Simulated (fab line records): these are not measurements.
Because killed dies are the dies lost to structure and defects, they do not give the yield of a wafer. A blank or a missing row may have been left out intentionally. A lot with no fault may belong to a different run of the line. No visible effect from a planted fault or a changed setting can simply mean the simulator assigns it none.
Lot-split experiment | flow n5_finfet | 7 lots, 21 wafers read, on a route of 1938 steps

== ON THE SPLIT ==
At N5_BEOL_M9_ILD_DEP_00 (deposits SiCOH lowk from DEMS/porogen, target thk 308.51 nm, time 58 s), the setting time_s was moved away from the recipe's 58 s on 8 of the 21 wafers read, by -13.4% to +15.0%. The other wafers ran this setting at the recipe's value.

== SPLIT TO READING: what lies between them in the file, 1 step ==
- N5_BEOL_M9_CURE_71: cures SiCOH lowk, time 240 s

== THE READING ==
M9_ILD_THK, in nm, at N5_BEOL_M9_THK_MEAS_01. On this fab line, fault-free wafers typically give 269 nm with a standard deviation of 3.3 nm.

wafer  | tool, chamber at the split | time_s as run, s | against the recipe | M9_ILD_THK, nm | against lot-mates on the recipe
L077.1 | pecvd-04, 2                | 58               | recipe             | 264            | -
L077.3 | pecvd-04, 0                | 58               | recipe             | 266            | -
L077.4 | pecvd-04, 1                | 58               | recipe             | 270            | -
L080.1 | pecvd-03, 0                | 58               | recipe             | 264            | -
L080.3 | pecvd-03, 1                | 66.7             | +15.0%             | 311            | +47
L080.4 | pecvd-03, 2                | 66.7             | +15.0%             | 308            | +44
L082.1 | pecvd-03, 1                | 58               | recipe             | 271            | -
L082.4 | pecvd-03, 2                | 58               | recipe             | 270            | -
L082.6 | pecvd-03, 1                | 55.62            | -4.1%              | 263            | -8
L086.2 | pecvd-03, 1                | 58               | recipe             | 270            | -
L086.4 | pecvd-03, 2                | 64.06            | +10.4%             | 303            | +32
L086.6 | pecvd-03, 0                | 58               | recipe             | 273            | -
L091.1 | pecvd-02, 1                | 58               | recipe             | 267            | -
L091.2 | pecvd-02, 2                | 58               | recipe             | 269            | -
L091.3 | pecvd-02, 0                | 58               | recipe             | 269            | -
L094.3 | pecvd-03, 2                | 52.92            | -8.8%              | 240            | -34
L094.5 | pecvd-03, 0                | 52.92            | -8.8%              | 245            | -29
L094.6 | pecvd-03, 1                | 58               | recipe             | 274            | -
L095.2 | pecvd-04, 0                | 58               | recipe             | 265            | -
L095.3 | pecvd-04, 2                | 50.25            | -13.4%             | 229            | -36
L095.6 | pecvd-04, 2                | 50.25            | -13.4%             | 232            | -33

FIT RESULTS
A straight line over all 21 wafers: M9_ILD_THK changes by +2.84 nm for each +1% of time_s; r = +0.99; the points scatter about the line by 3.4 nm.
The same after taking each lot's own level away (the mean of its wafers on the recipe; 21 wafers): +2.95 nm for each +1%; r = +0.99; scatter 3.1 nm.
Per that fit: largest time_s move, reading shift of 44 nm.
The lots' own levels span 264.0 to 274.0 nm, that is 3.0 times the standard deviation above.
The two slopes agree, so the slope changes little with the lot-to-lot level.
Check: +43.6 nm against its lot-mates is what the line predicts for one of the wafers moved furthest among these (+15.0%) when that wafer is left out of the fit. It came out at +47 nm against them.

== OTHER SPLITS ON THESE WAFERS ==
Other splits were also applied to these wafers ahead of the reading. Each is held against what the fit with the lots' levels taken away leaves over:
other split on the same wafers | wafers away from the commonest value | r with M9_ILD_THK (lot level and that fit taken away)
N5_BEOL_M8_EXPOSE_25 dose_mj   | 9                                    | -0.10

== THE WHOLE CHAIN: every reading that the file lists as answering this split, in the file's order ==
step                   | what it does                                                           | reading                                                                                  | change (the file's fit)              | r (the file's)
N5_BEOL_M9_ILD_DEP_00  | deposits SiCOH lowk from DEMS/porogen, target thk 308.51 nm, time 58 s | SiCOH_lowk_of_BEOL_M9_ILD_DEP_00.thk_nm (the simulator's own value, which no gauge read) | +3.3 nm for each +1% of the setting  | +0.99
N5_BEOL_M9_CURE_71     | cures SiCOH lowk, time 240 s                                           | SiCOH_lowk_of_BEOL_M9_ILD_DEP_00.thk_nm (the simulator's own value, which no gauge read) | +2.93 nm for each +1% of the setting | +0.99
N5_BEOL_M9_THK_MEAS_01 |                                                                        | M9_ILD_THK                                                                               | +2.93 for each +1% of the setting    | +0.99

== THE FILE'S OWN FIT ==
M9_ILD_THK changes by +2.93 nm for each +1% of time_s, r = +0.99.
